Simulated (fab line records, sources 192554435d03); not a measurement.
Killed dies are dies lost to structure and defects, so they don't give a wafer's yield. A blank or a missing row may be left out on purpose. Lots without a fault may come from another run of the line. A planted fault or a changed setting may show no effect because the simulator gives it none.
fab line records | flow n5_finfet
record lots=24 wafers=72 last_day=18
route steps=1938 shown BEOL_M7@1302
lots that met no fault: from a run of the same line without faults
start_h: hours from the record's first day to the start of the lot's first wafer shown | wait_h: hours since the lot's step before | " the same as in the row above | L1.1+2: a row that stands for several wafers | - no value, or no start given | * or withheld: withheld | < > ~ a bound
route shown NAME@n: a module of which the file shows steps, and the number in the route of the first | usual: mean/standard deviation of fault-free wafers | same: alike in all rows | chamber/n: place in a boat | sites: the reading at each site | _std_site: their standard deviation | _edge_site: outer sites' mean less inner sites' | radius_mm: how far each site lies from the wafer's centre | mask NAME#n: copy n | behind: the tool/chamber that last shaped the wafer | hold: why the lot was held/for how many hours/how that ended | device: the transistor (n, p or np) that didn't switch | end of line: the same wafers' tests at the end of the route | a step without rows: its recipe alone | killed: dies lost to structure and defects at the first sort, not the wafer's yield | map: a wafer's dies, x killed, . not, _ none there
set.NAME: the setting as run; set.NAME@STEP: as run at that earlier step | model.NAME: the simulator's own value behind a step, which no gauge read
steps of the route over a sample of lots; a table a step, a row a wafer
services: from which hour (start_h, from the record's first day; less than 0 if before it) a tool's chamber was out of use, for how many hours, and why
## steps
# step N5_BEOL_M7_ETCH_66
# recipe chemistry=N2/H2 target=SOC target_depth_a=800 overetch_a=160 mask_material=SiARC temp_c=40 time_s=120 ion_energy_ev=200 pressure_mtorr=30 source_w=840 bias_w=150 n2_flow_sccm=200 h2_flow_sccm=200
# usual chamber_pressure_mTorr=30.001/0.027 drypump_motor_current_A=6.0/0.41 h2_flow_sccm=200.0/0.59 oes_product_au=0.61/0.069 rf_vpp_V=523.8/2.2 showerhead_plenum_p_Torr=2.53/0.075 throttle_valve_pct=17.75/0.23
# columns lot.wafer tool chamber start_h wait_h chamber_pressure_mTorr drypump_motor_current_A h2_flow_sccm oes_product_au rf_hours_counter_h rf_vpp_V showerhead_plenum_p_Torr throttle_valve_pct
L074.3 rie_diel-03 1 190.83 0.0 30.036 5.8 200.9 0.73 10 521.8 2.50 17.48
L074.4 " 2 " " 29.992 6.6 199.3 0.55 222 522.8 2.51 17.89
L074.6 " 0 " " 30.023 5.2 200.0 0.61 - 525.7 2.54 17.62
L075.1 rie_diel-03 3 202.25 0.0 30.001 6.5 199.9 0.53 212 525.9 2.61 17.89
L075.2 " 1 " " 30.024 5.8 200.7 0.72 13 523.1 2.49 17.50
L075.4 " 2 " " 30.025 6.6 200.2 0.55 225 523.9 2.51 17.90
L077.2 rie_diel-03 2 206.46 0.0 30.025 6.5 199.4 0.54 226 521.8 2.51 17.88
L077.5 " 1 " " 30.000 5.9 200.5 0.72 - 521.3 2.49 17.49
L077.6 " 0 " " 30.019 5.3 200.2 0.61 - 524.9 2.54 17.62
L076.2 rie_diel-02 3 223.83 0.0 29.979 5.9 199.9 0.56 194 519.8 2.42 17.75
L076.3 " 1 " " 30.045 5.8 200.2 0.56 172 521.0 2.41 18.05
L076.4 " 2 " " 30.044 5.7 200.0 0.77 1 528.8 2.72 17.85
L081.2 rie_diel-03 0 228.42 0.0 30.002 5.2 200.2 0.60 124 526.0 2.54 17.65
L081.3 " 1 " " 29.985 5.8 199.6 0.71 20 523.4 2.49 17.50
L081.5 " 0 " " 30.022 5.2 199.9 0.60 - 526.3 2.54 17.62
L079.3 rie_diel-02 0 228.78 0.0 30.004 6.6 199.7 0.65 67 525.2 2.58 17.33
L079.4 " 3 " " 29.988 5.9 199.5 0.56 196 521.1 2.42 17.74
L079.6 " 1 " " 30.010 5.8 199.7 0.55 - 519.9 2.41 18.06
L080.1 rie_diel-03 1 228.82 0.0 29.977 5.8 199.7 0.71 21 522.3 2.49 17.48
L080.3 " 2 " " 29.989 6.6 200.6 0.54 232 524.3 2.50 17.90
L080.4 " 0 " " 29.984 5.3 199.1 0.61 124 525.2 2.54 17.63
L082.3 rie_diel-03 1 258.97 0.0 30.009 5.9 201.0 0.69 31 522.4 2.49 17.52
L082.4 " 2 " " 30.059 6.6 200.0 0.53 241 522.9 2.50 17.91
L082.6 " 3 " " 30.024 6.4 200.2 0.53 - 526.3 2.61 17.89
L078.1 rie_diel-01 2 262.42 0.0 29.994 6.1 202.1 0.54 186 526.0 2.62 18.00
L078.4 " 1 " " 30.020 6.1 199.6 0.67 - 522.5 2.48 17.80
L078.5 " 0 " " 30.031 6.2 199.8 0.69 - 525.3 2.56 17.33
L083.4 rie_diel-03 1 267.29 0.0 30.030 5.9 199.5 0.69 33 522.5 2.49 17.51
L083.5 " 1 " " 29.993 5.9 199.5 0.69 - 521.2 2.49 17.51
L083.6 " 2 " " 29.998 6.6 200.1 0.54 - 521.6 2.50 17.93
L084.2 rie_diel-01 2 271.40 0.0 29.963 6.1 200.5 0.54 189 527.0 2.62 18.03
L084.4 " 0 " " 29.962 6.2 199.5 0.67 33 525.5 2.56 17.36
L084.6 " 2 " " 29.997 6.1 199.6 0.54 - 525.4 2.62 18.01
L085.1 rie_diel-02 0 281.86 0.0 29.975 6.7 200.6 0.63 81 525.2 2.57 17.36
L085.2 " 3 " " 29.974 5.8 200.8 0.56 206 521.3 2.42 17.77
L085.6 " 0 " " 30.015 6.7 201.2 0.63 - 523.7 2.57 17.34
L086.2 rie_diel-01 3 282.80 0.0 30.002 5.9 200.3 0.53 226 522.7 2.51 18.02
L086.5 " 2 " " 30.002 6.1 199.0 0.53 - 526.8 2.62 18.03
L086.6 " 3 " " 30.003 5.9 200.5 0.53 - 522.4 2.51 18.04
L088.1 rie_diel-03 0 294.53 0.0 29.992 5.2 199.7 0.59 146 524.0 2.53 17.68
L088.2 " 1 " " 30.006 5.8 198.8 0.68 43 522.3 2.48 17.53
L088.3 " 3 " " 30.034 6.4 200.3 0.53 233 525.9 2.60 17.94
L087.2 rie_diel-01 0 301.32 0.0 29.993 6.2 201.4 0.67 40 525.0 2.55 17.37
L087.3 " 2 " " 29.976 6.0 199.9 0.54 199 526.1 2.61 18.03
L087.6 " 2 " " 30.040 6.1 199.5 0.54 - 525.0 2.61 18.05
L089.2 rie_diel-01 0 306.78 0.0 29.993 6.2 199.6 0.66 42 525.4 2.55 17.37
L089.4 " 1 " " 30.014 6.1 200.5 0.66 63 521.5 2.47 17.84
L089.6 " 1 " " 29.987 6.1 201.1 0.65 - 522.4 2.47 17.83
L090.1 rie_diel-03 1 310.24 0.0 29.996 5.8 199.7 0.67 49 521.8 2.48 17.54
L090.3 " 3 " " 29.990 6.4 199.8 0.53 240 523.9 2.60 17.92
L090.5 " 3 " " 29.995 6.4 200.5 0.52 - 524.8 2.60 17.95
L091.1 rie_diel-02 0 326.40 0.0 29.994 6.7 199.9 0.63 95 525.2 2.56 17.37
L091.2 " 1 " " 29.993 5.8 200.0 0.54 204 519.6 2.40 18.12
L091.4 " 3 " " 29.947 5.8 200.6 0.55 219 518.5 2.41 17.78
L092.1 rie_diel-01 3 334.87 0.0 30.050 5.9 200.4 0.53 237 522.9 2.51 18.04
L092.3 " 0 " " 29.958 6.2 200.1 0.66 46 526.2 2.55 17.37
L092.4 " 1 " " 30.059 6.1 200.3 0.65 68 522.6 2.47 17.83
L095.1 rie_diel-03 0 337.57 0.0 29.972 5.2 200.4 0.58 160 524.6 2.52 17.70
L095.2 " 1 " " 30.042 5.9 200.3 0.66 59 522.3 2.48 17.56
L095.4 " 3 " " 30.020 6.4 200.6 0.52 249 526.2 2.60 17.94
L093.1 rie_diel-01 1 340.36 0.0 30.005 6.0 199.9 0.65 69 520.9 2.47 17.82
L093.5 " 2 " " 29.978 6.0 200.1 0.53 - 526.7 2.61 18.05
L093.6 " 3 " " 29.990 5.9 201.1 0.53 - 524.7 2.50 18.07
L094.2 rie_diel-02 0 342.41 0.0 29.996 6.7 200.6 0.62 101 523.8 2.56 17.38
L094.3 " 2 " " 30.001 5.7 200.3 0.68 38 526.8 2.70 17.90
L094.5 " 0 " " 29.953 6.7 200.5 0.62 - 525.5 2.56 17.38
L097.2 rie_diel-03 0 343.51 0.0 29.943 5.3 199.1 0.58 163 524.3 2.52 17.69
L097.4 " 1 " " 29.999 5.8 200.4 0.66 - 522.0 2.47 17.56
L097.5 " 2 " " 29.998 6.6 200.1 0.70 - 521.3 2.49 17.61
L096.4 rie_diel-02 3 349.54 0.0 30.016 5.8 199.5 0.54 228 520.8 2.41 17.81
L096.5 " 0 " " 29.995 6.7 199.9 0.62 - 524.4 2.56 17.39
L096.6 " 3 " " 30.002 5.8 199.5 0.55 - 521.0 2.41 17.80
# step N5_BEOL_M7_STRIP_80
# recipe chemistry=N2/H2 time_s=10 power_w=450 temp_c=40 pressure_mtorr=20 rf_frequency_hz=6e+07 bias_power_w=7 n2_flow_sccm=200 h2_flow_sccm=200
# usual chamber_pressure_mTorr=20.000/0.016 drypump_motor_current_A=6.0/0.42 h2_flow_sccm=200.0/0.58 oes_product_au=0.79/0.097 rf_vpp_V=59.3/0.87 showerhead_plenum_p_Torr=2.53/0.075 throttle_valve_pct=23.53/0.3
# columns lot.wafer tool chamber start_h wait_h chamber_pressure_mTorr drypump_motor_current_A h2_flow_sccm oes_product_au rf_hours_counter_h rf_vpp_V showerhead_plenum_p_Torr throttle_valve_pct
L074.3 rie_diel-03 1 - - 19.995 5.8 200.0 0.97 10 60.4 2.49 23.16
L074.4 " 2 " " 20.014 6.6 199.8 0.71 222 58.1 2.50 23.62
L074.6 " 0 " " 19.990 5.2 200.4 0.79 - 58.4 2.54 23.31
L075.1 rie_diel-03 3 - - 20.010 6.4 200.3 0.70 212 59.1 2.61 23.72
L075.2 " 1 " " 20.032 5.8 200.5 0.96 13 59.6 2.49 23.13
L075.4 " 2 " " 20.015 6.6 200.1 0.71 225 59.2 2.50 23.62
L077.2 rie_diel-03 2 - - 20.009 6.6 199.1 0.72 226 58.0 2.50 23.61
L077.5 " 1 " " 19.980 5.8 199.3 0.96 - 58.8 2.49 23.17
L077.6 " 0 " " 19.998 5.2 199.5 0.79 - 59.3 2.54 23.33
L076.2 rie_diel-02 3 - - 20.010 5.8 199.8 0.74 194 58.0 2.42 23.58
L076.3 " 1 " " 20.008 5.7 200.5 0.75 172 58.6 2.40 23.81
L076.4 " 2 " " 19.997 5.7 200.4 1.03 1 60.8 2.71 23.82
L081.2 rie_diel-03 0 - - 19.982 5.3 198.7 0.79 124 58.5 2.54 23.33
L081.3 " 1 " " 19.972 5.8 200.1 0.95 20 58.9 2.49 23.16
L081.5 " 0 " " 19.991 5.2 200.2 0.78 - 59.7 2.54 23.34
L079.3 rie_diel-02 0 - - 20.002 6.7 200.2 0.86 67 60.0 2.57 23.00
L079.4 " 3 " " 19.970 5.8 201.3 0.73 196 59.2 2.42 23.62
L079.6 " 1 " " 19.972 5.7 200.0 0.73 - 59.6 2.40 23.79
L080.1 rie_diel-03 1 - - 19.984 5.8 199.9 0.93 21 58.8 2.49 23.16
L080.3 " 2 " " 19.991 6.6 200.0 0.71 232 57.9 2.50 23.62
L080.4 " 0 " " 20.005 5.3 199.7 0.78 124 59.3 2.54 23.33
L082.3 rie_diel-03 1 - - 19.981 5.9 200.0 0.91 31 57.8 2.48 23.17
L082.4 " 2 " " 20.001 6.6 198.8 0.70 241 57.7 2.50 23.64
L082.6 " 3 " " 19.969 6.4 200.8 0.69 - 60.0 2.60 23.74
L078.1 rie_diel-01 2 - - 20.003 6.0 200.2 0.70 187 59.8 2.61 23.86
L078.4 " 1 " " 19.984 6.1 199.9 0.88 - 59.9 2.47 23.66
L078.5 " 0 " " 20.000 6.2 199.1 0.90 - 59.4 2.55 23.02
L083.4 rie_diel-03 1 - - 20.007 5.8 200.1 0.92 33 58.6 2.48 23.18
L083.5 " 1 " " 19.984 5.8 199.8 0.91 - 57.3 2.48 23.19
L083.6 " 2 " " 20.011 6.6 200.4 0.70 - 58.1 2.49 23.62
L084.2 rie_diel-01 2 - - 20.000 6.0 200.3 0.71 190 61.0 2.61 23.85
L084.4 " 0 " " 20.006 6.2 200.2 0.89 33 60.5 2.55 23.01
L084.6 " 2 " " 19.961 6.0 200.7 0.70 - 59.1 2.61 23.84
L085.1 rie_diel-02 0 - - 19.995 6.7 200.4 0.84 81 59.2 2.57 23.04
L085.2 " 3 " " 19.986 5.8 199.6 0.71 206 58.1 2.42 23.62
L085.6 " 0 " " 20.003 6.7 200.4 0.83 - 58.8 2.57 23.03
L086.2 rie_diel-01 3 - - 19.992 5.9 199.0 0.70 226 57.9 2.51 23.90
L086.5 " 2 " " 20.029 6.0 200.0 0.70 - 59.5 2.61 23.86
L086.6 " 3 " " 20.012 5.9 199.3 0.70 - 59.2 2.51 23.91
L088.1 rie_diel-03 0 - - 19.973 5.3 200.0 0.77 146 57.9 2.53 23.36
L088.2 " 1 " " 20.002 5.8 200.8 0.89 43 59.8 2.48 23.17
L088.3 " 3 " " 20.010 6.4 200.4 0.69 234 60.9 2.60 23.75
L087.2 rie_diel-01 0 - - 20.004 6.2 200.4 0.89 40 60.1 2.55 23.04
L087.3 " 2 " " 20.001 6.0 199.3 0.69 199 60.9 2.61 23.87
L087.6 " 2 " " 20.019 6.0 198.8 0.70 - 59.7 2.61 23.88
L090.1 rie_diel-03 1 - - 19.986 5.8 199.4 0.89 49 59.0 2.48 23.20
L090.3 " 3 " " 20.005 6.4 199.9 0.68 240 60.6 2.60 23.75
L090.5 " 3 " " 20.034 6.4 200.2 0.68 - 58.9 2.60 23.76
L089.2 rie_diel-01 0 - - 20.007 6.2 199.0 0.88 42 61.3 2.55 23.02
L089.4 " 1 " " 19.998 6.1 200.9 0.86 63 59.7 2.47 23.68
L089.6 " 1 " " 20.008 6.1 201.3 0.86 - 58.7 2.47 23.68
L091.1 rie_diel-02 0 - - 20.001 6.7 201.0 0.83 95 61.0 2.56 23.04
L091.2 " 1 " " 20.005 5.7 199.7 0.71 204 59.7 2.39 23.84
L091.4 " 3 " " 19.996 5.8 199.6 0.71 220 57.9 2.41 23.62
L092.1 rie_diel-01 3 - - 20.019 5.9 199.5 0.70 237 59.1 2.50 23.91
L092.3 " 0 " " 19.983 6.2 199.9 0.87 46 60.3 2.55 23.05
L092.4 " 1 " " 19.995 6.1 199.4 0.86 68 59.3 2.47 23.67
L095.1 rie_diel-03 0 - - 20.015 5.3 200.7 0.75 161 57.7 2.52 23.36
L095.2 " 1 " " 20.010 5.9 200.7 0.86 59 60.2 2.47 23.20
L095.4 " 3 " " 19.990 6.4 200.4 0.67 249 60.3 2.59 23.76
L093.1 rie_diel-01 1 - - 19.976 6.1 200.3 0.85 70 59.2 2.47 23.69
L093.5 " 2 " " 19.996 6.0 200.3 0.69 - 60.7 2.61 23.89
L093.6 " 3 " " 19.969 5.9 199.3 0.70 - 59.2 2.50 23.91
L094.2 rie_diel-02 0 - - 19.975 6.7 200.9 0.83 101 59.0 2.56 23.05
L094.3 " 2 " " 20.005 5.7 201.0 0.92 38 60.6 2.70 23.88
L094.5 " 0 " " 20.003 6.7 200.7 0.82 - 60.8 2.56 23.05
L097.2 rie_diel-03 0 - - 20.012 5.3 200.4 0.74 163 59.5 2.52 23.39
L097.4 " 1 " " 19.997 5.9 199.8 0.87 - 59.7 2.47 23.20
L097.5 " 2 " " 19.993 6.6 200.4 0.92 - 58.9 2.49 23.55
L096.4 rie_diel-02 3 - - 19.980 5.9 200.2 0.70 228 56.9 2.41 23.65
L096.5 " 0 " " 20.010 6.7 201.0 0.82 - 60.6 2.56 23.04
L096.6 " 3 " " 20.041 5.9 200.1 0.70 - 58.3 2.41 23.64
# step N5_BEOL_M7_OCD_MEAS_38
# usual trench_depth_nm=93.0/2.6
# columns lot.wafer tool chamber start_h wait_h trench_depth_nm
L074.3 ocd-02 - 191.19 - 94.4
L074.4 " - " " 94.3
L074.6 " - " " 91.3
L075.1 ocd-01 - 202.60 - 91.5
L075.2 " - " " 92.2
L075.4 " - " " 93.4
L077.2 ocd-01 - 206.81 - 92.8
L077.5 " - " " 92.3
L077.6 " - " " 91.6
L076.2 ocd-02 - 224.18 - 91.8
L076.3 " - " " 90.8
L076.4 " - " " 101.6
L081.2 ocd-02 - 228.78 - 91.0
L081.3 " - " " 91.3
L081.5 " - " " 91.2
L079.3 ocd-01 - 229.13 - 96.1
L079.4 " - " " 93.6
L079.6 " - " " 92.7
L080.1 ocd-02 - 229.17 - 92.4
L080.3 " - " " 93.2
L080.4 " - " " 91.9
L082.3 ocd-02 - 259.32 - 93.2
L082.4 " - " " 95.8
L082.6 " - " " 92.9
L078.1 ocd-02 - 262.76 - 91.6
L078.4 " - " " 91.2
L078.5 " - " " 93.7
L083.4 ocd-02 - 267.64 - 91.5
L083.5 " - " " 92.4
L083.6 " - " " 94.4
L084.2 ocd-01 - 271.76 - 93.7
L084.4 " - " " 93.4
L084.6 " - " " 93.4
L085.1 ocd-02 - 282.21 - 94.7
L085.2 " - " " 91.7
L085.6 " - " " 93.6
L086.2 ocd-02 - 283.15 - 90.6
L086.5 " - " " 93.1
L086.6 " - " " 90.6
L088.1 ocd-02 - 294.88 - 90.0
L088.2 " - " " 92.3
L088.3 " - " " 91.8
L087.2 ocd-01 - 301.67 - 92.2
L087.3 " - " " 92.2
L087.6 " - " " 91.8
L090.1 ocd-01 - 310.59 - 92.6
L090.3 " - " " 91.6
L090.5 " - " " 92.5
L089.2 ocd-01 - 316.15 - 92.0
L089.4 " - " " 90.6
L089.6 " - " " 91.2
L091.1 ocd-02 - 326.75 - 94.5
L091.2 " - " " 92.8
L091.4 " - " " 92.1
L092.1 ocd-02 - 335.22 - 91.0
L092.3 " - " " 92.5
L092.4 " - " " 92.2
L095.1 ocd-02 - 337.92 - 91.1
L095.2 " - " " 93.5
L095.4 " - " " 91.5
L093.1 ocd-02 - 340.71 - 92.7
L093.5 " - " " 95.7
L093.6 " - " " 91.3
L094.2 ocd-01 - 342.76 - 94.2
L094.3 " - " " 101.1
L094.5 " - " " 93.4
L097.2 ocd-01 - 343.87 - 90.5
L097.4 " - " " 91.8
L097.5 " - " " 94.0
L096.4 ocd-02 - 349.89 - 91.5
L096.5 " - " " 93.7
L096.6 " - " " 90.5
# step N5_BEOL_M7_SPUTTER_48
# recipe material=Cu target_thk_a=100 temp_c=-20 bias_v=60 power_w=26000 chamber_pressure_pa=0.13 time_s=1.667
# usual bias_v=59.9/0.58 chuck_sensor_temp_C=-15.9/0.52 substrate_temp_c=-20.00/0.11 throttle_valve_pct=30.2/0.91
# columns lot.wafer tool chamber start_h wait_h bias_v chuck_sensor_temp_C substrate_temp_c throttle_valve_pct
L074.3 pvd_sputter-02 - 192.51 0.2 60.3 -15.5 -19.99 31.6
L074.4 " - " " 60.3 -16.3 -19.97 30.1
L074.6 " - " " 59.9 -15.7 -19.88 30.0
L075.1 pvd_sputter-03 - 203.92 0.1 60.9 -16.7 -20.15 29.5
L075.2 " - " " 59.4 -15.4 -19.85 30.8
L075.4 " - " " 60.6 -15.5 -19.70 31.4
L077.2 pvd_sputter-03 - 209.93 0.1 60.0 -15.8 -20.06 29.0
L077.5 " - " " 58.4 -15.5 -20.01 29.0
L077.6 " - " " 59.4 -16.6 -19.99 29.4
L076.2 pvd_sputter-03 - 225.72 0.1 60.1 -15.4 -20.08 30.8
L076.3 " - " " 59.6 -16.7 -20.09 29.9
L076.4 " - " " 61.3 -15.6 -20.08 31.4
L081.2 pvd_sputter-01 - 230.73 0.4 59.1 -15.6 -20.07 30.1
L081.3 " - " " 60.3 -15.7 -20.10 30.5
L081.5 " - " " 59.5 -15.8 -20.10 30.3
L079.3 pvd_sputter-03 - 232.60 0.1 60.1 -15.3 -20.25 31.3
L079.4 " - " " 60.1 -16.8 -19.98 29.7
L079.6 " - " " 60.3 -15.2 -20.01 30.6
L080.1 pvd_sputter-03 - 232.88 0.1 59.8 -16.7 -19.86 29.7
L080.3 " - " " 60.6 -15.3 -19.99 30.8
L080.4 " - " " 60.5 -15.5 -20.14 31.5
L082.3 pvd_sputter-02 - 260.80 0.2 59.5 -16.9 -20.12 29.5
L082.4 " - " " 60.0 -16.0 -19.97 29.9
L082.6 " - " " 60.4 -16.4 -20.11 29.9
L078.1 pvd_sputter-01 - 264.48 0.2 59.5 -16.1 -19.79 28.7
L078.4 " - " " 60.0 -16.0 -20.02 30.4
L078.5 " - " " 59.2 -15.8 -20.11 30.3
L083.4 pvd_sputter-02 - 269.16 0.0 60.0 -16.4 -19.94 30.2
L083.5 " - " " 59.7 -16.4 -20.07 29.9
L083.6 " - " " 59.6 -16.7 -20.05 29.2
L084.2 pvd_sputter-03 - 273.96 0.4 61.1 -16.6 -20.04 29.7
L084.4 " - " " 59.4 -15.5 -19.94 30.8
L084.6 " - " " 59.5 -15.5 -20.03 31.5
L085.1 pvd_sputter-02 - 283.96 0.1 59.5 -15.3 -20.14 32.0
L085.2 " - " " 60.1 -16.5 -19.98 29.9
L085.6 " - " " 60.5 -16.3 -19.88 30.0
L086.2 pvd_sputter-03 - 285.56 1.0 59.9 -15.6 -19.95 29.3
L086.5 " - " " 59.4 -16.8 -20.11 29.8
L086.6 " - " " 59.7 -15.5 -20.01 31.6
L088.1 pvd_sputter-02 - 296.33 0.1 59.2 -16.7 -20.01 29.5
L088.2 " - " " 59.7 -15.9 -19.93 30.0
L088.3 " - " " 60.5 -16.4 -19.98 30.2
L087.2 pvd_sputter-02 - 303.67 0.2 59.8 -15.4 -20.03 31.6
L087.3 " - " " 60.4 -16.0 -20.16 30.0
L087.6 " - " " 59.4 -16.7 -19.91 29.6
L090.1 pvd_sputter-01 - 313.16 0.1 59.4 -15.5 -19.82 30.3
L090.3 " - " " 59.6 -15.9 -20.07 30.3
L090.5 " - " " 59.7 -16.0 -19.97 30.7
L089.2 pvd_sputter-03 - 318.40 0.1 59.3 -16.4 -20.06 29.5
L089.4 " - " " 60.2 -15.4 -20.07 31.4
L089.6 " - " " 60.6 -15.3 -19.73 30.7
L091.1 pvd_sputter-03 - 330.96 0.2 60.3 -15.3 -19.78 31.3
L091.2 " - " " 58.5 -15.2 -19.99 30.7
L091.4 " - " " 60.7 -15.8 -20.01 28.9
L092.1 pvd_sputter-02 - 337.30 0.2 59.9 -16.7 -19.86 29.5
L092.3 " - " " 60.3 -15.4 -19.94 31.8
L092.4 " - " " 60.4 -16.9 -19.95 29.6
L095.1 pvd_sputter-02 - 340.42 0.1 60.5 -15.3 -19.85 31.5
L095.2 " - " " 60.1 -16.3 -19.85 30.3
L095.4 " - " " 59.3 -15.8 -20.10 29.9
L093.1 pvd_sputter-01 - 343.03 1.0 60.6 -15.7 -20.15 30.3
L093.5 " - " " 60.0 -15.8 -19.99 31.8
L093.6 " - " " 59.9 -15.9 -20.16 28.7
L094.2 pvd_sputter-03 - 344.26 0.1 58.9 -15.6 -19.96 29.1
L094.3 " - " " 59.2 -16.7 -19.96 29.5
L094.5 " - " " 59.6 -15.8 -19.98 29.0
L097.2 pvd_sputter-03 - 346.79 0.1 60.2 -15.3 -20.11 30.5
L097.4 " - " " 60.4 -16.8 -19.88 29.6
L097.5 " - " " 60.2 -15.8 -20.18 29.4
L096.4 pvd_sputter-02 - 352.33 0.6 60.7 -16.3 -20.08 29.8
L096.5 " - " " 61.4 -16.4 -20.19 30.0
L096.6 " - " " 59.7 -16.6 -20.03 29.3
# step N5_BEOL_M7_ANNEAL_51
# recipe temp_c=225 time_s=90 ambient=N2
# usual wafer_temp_C_max=226.1/0.32
# columns lot.wafer tool chamber start_h wait_h wafer_temp_C_max
L074.3 rtp_anneal-01 0 193.22 0.3 226.3
L074.4 " 0 " " 226.3
L074.6 " 0 " " 226.6
L075.1 rtp_anneal-02 0 204.13 0.1 226.1
L075.2 " 0 " " 226.0
L075.4 " 0 " " 226.0
L077.2 rtp_anneal-02 0 210.39 0.3 225.9
L077.5 " 0 " " 225.8
L077.6 " 0 " " 225.7
L076.2 rtp_anneal-01 0 226.08 0.2 226.0
L076.3 " 0 " " 226.7
L076.4 " 0 " " 226.3
L081.2 rtp_anneal-02 0 230.98 0.1 226.3
L081.3 " 0 " " 226.1
L081.5 " 0 " " 226.1
L079.3 rtp_anneal-02 0 233.12 0.4 225.7
L079.4 " 0 " " 225.8
L079.6 " 0 " " 225.8
L080.1 rtp_anneal-02 0 233.30 0.3 225.7
L080.3 " 0 " " 226.0
L080.4 " 0 " " 226.0
L082.3 rtp_anneal-02 0 261.15 0.2 225.9
L082.4 " 0 " " 225.7
L082.6 " 0 " " 226.0
L078.1 rtp_anneal-01 0 264.72 0.1 226.5
L078.4 " 0 " " 225.7
L078.5 " 0 " " 227.2
L083.4 rtp_anneal-01 0 270.23 0.9 226.3
L083.5 " 0 " " 225.8
L083.6 " 0 " " 226.0
L084.2 rtp_anneal-01 0 274.69 0.6 226.0
L084.4 " 0 " " 226.1
L084.6 " 0 " " 226.0
L085.1 rtp_anneal-01 0 284.17 0.1 226.3
L085.2 " 0 " " 226.6
L085.6 " 0 " " 226.0
L086.2 rtp_anneal-01 0 285.82 0.1 226.6
L086.5 " 0 " " 226.4
L086.6 " 0 " " 226.9
L088.1 rtp_anneal-02 0 296.73 0.3 225.8
L088.2 " 0 " " 225.7
L088.3 " 0 " " 226.6
L087.2 rtp_anneal-01 0 304.83 1.0 226.3
L087.3 " 0 " " 225.8
L087.6 " 0 " " 226.2
L090.1 rtp_anneal-02 0 313.37 0.1 226.0
L090.3 " 0 " " 226.2
L090.5 " 0 " " 226.1
L089.2 rtp_anneal-02 0 322.30 3.8 226.1
L089.4 " 0 " " 226.0
L089.6 " 0 " " 225.6
L091.1 rtp_anneal-02 0 331.18 0.1 226.1
L091.2 " 0 " " 225.6
L091.4 " 0 " " 226.1
L092.1 rtp_anneal-02 0 337.69 0.2 226.1
L092.3 " 0 " " 225.9
L092.4 " 0 " " 226.4
L095.1 rtp_anneal-01 0 340.63 0.1 226.4
L095.2 " 0 " " 226.2
L095.4 " 0 " " 226.1
L093.1 rtp_anneal-02 0 343.25 0.1 225.8
L093.5 " 0 " " 225.9
L093.6 " 0 " " 225.9
L094.2 rtp_anneal-02 0 344.52 0.1 226.1
L094.3 " 0 " " 225.9
L094.5 " 0 " " 226.2
L097.2 rtp_anneal-01 0 347.14 0.2 226.3
L097.4 " 0 " " 226.3
L097.5 " 0 " " 226.0
L096.4 rtp_anneal-02 0 352.94 0.4 226.2
L096.5 " 0 " " 226.0
L096.6 " 0 " " 226.4
# step N5_BEOL_M7_INSPECT_58
# recipe inspect_instrument=darkfield mode=post_dep
# usual raw_defect_count=73/25
# columns lot.wafer tool chamber start_h wait_h raw_defect_count
L074.3 defect_inspect-02 - 193.88 0.0 142
L074.4 " - " " 97
L074.6 " - " " 95
L075.1 defect_inspect-01 - 204.88 0.0 93
L075.2 " - " " 112
L075.4 " - " " 94
L077.2 defect_inspect-01 - 211.09 0.0 81
L077.5 " - " " 55
L077.6 " - " " 60
L076.2 defect_inspect-01 - 226.82 0.0 55
L076.3 " - " " 74
L076.4 " - " " 52
L081.2 defect_inspect-01 - 231.70 0.0 78
L081.3 " - " " 98
L081.5 " - " " 60
L079.3 defect_inspect-01 - 233.78 0.0 71
L079.4 " - " " 49
L079.6 " - " " 98
L080.1 defect_inspect-02 - 234.05 0.0 62
L080.3 " - " " 72
L080.4 " - " " 103
L082.3 defect_inspect-01 - 261.80 0.0 59
L082.4 " - " " 65
L082.6 " - " " 97
L078.1 defect_inspect-01 - 265.48 0.0 49
L078.4 " - " " 38
L078.5 " - " " 50
L083.4 defect_inspect-02 - 270.87 0.0 47
L083.5 " - " " 63
L083.6 " - " " 43
L084.2 defect_inspect-02 - 275.40 0.0 68
L084.4 " - " " 79
L084.6 " - " " 120
L085.1 defect_inspect-02 - 284.92 0.0 102
L085.2 " - " " 87
L085.6 " - " " 74
L086.2 defect_inspect-02 - 286.52 0.0 32
L086.5 " - " " 46
L086.6 " - " " 26
L088.1 defect_inspect-02 - 297.47 0.0 56
L088.2 " - " " 115
L088.3 " - " " 115
L087.2 defect_inspect-01 - 305.76 0.0 94
L087.3 " - " " 63
L087.6 " - " " 73
L090.1 defect_inspect-01 - 314.12 0.0 78
L090.3 " - " " 122
L090.5 " - " " 82
L089.2 defect_inspect-02 - 323.00 0.0 87
L089.4 " - " " 68
L089.6 " - " " 44
L091.1 defect_inspect-01 - 331.92 0.0 37
L091.2 " - " " 71
L091.4 " - " " 92
L092.1 defect_inspect-01 - 338.48 0.0 73
L092.3 " - " " 85
L092.4 " - " " 60
L095.1 defect_inspect-01 - 341.38 0.0 30
L095.2 " - " " 66
L095.4 " - " " 51
L093.1 defect_inspect-01 - 343.99 0.0 89
L093.5 " - " " 84
L093.6 " - " " 96
L094.2 defect_inspect-02 - 345.22 0.0 53
L094.3 " - " " 63
L094.5 " - " " 80
L097.2 defect_inspect-02 - 347.86 0.0 74
L097.4 " - " " 78
L097.5 " - " " 91
L096.4 defect_inspect-01 - 353.57 0.0 51
L096.5 " - " " 70
L096.6 " - " " 93
## services
# columns tool chamber start_h hours kind
rie_diel-01 - 185.38 2.8 pm
rie_diel-02 2 203.25 - clean
rie_diel-02 2 203.25 - consumable_replace:focus_ring
rie_diel-02 2 203.25 - consumable_replace:showerhead
rie_diel-02 2 203.25 16.7 scheduled_down
rie_diel-02 2 203.25 16.7 vent_cycle
rie_diel-01 1 203.57 9.8 repair
rie_diel-01 3 254.41 9.7 repair
rie_diel-02 3 255.88 9.2 repair
rie_diel-03 3 274.13 5.8 repair
rie_diel-01 3 275.10 4.1 repair
rie_diel-03 2 283.09 - clean
rie_diel-03 2 283.09 - consumable_replace:focus_ring
rie_diel-03 2 283.09 32.6 scheduled_down
rie_diel-03 2 283.09 32.6 vent_cycle
rie_diel-03 0 311.45 3.0 repair
rtp_anneal-02 - 316.34 5.9 pm
rie_diel-02 1 338.28 8.1 repair
rie_diel-03 3 340.36 - clean
rie_diel-03 3 340.36 - consumable_replace:esc
rie_diel-03 3 340.36 - consumable_replace:focus_ring
rie_diel-03 3 340.36 23.1 scheduled_down
rie_diel-03 3 340.36 23.1 vent_cycle
## key
fault none
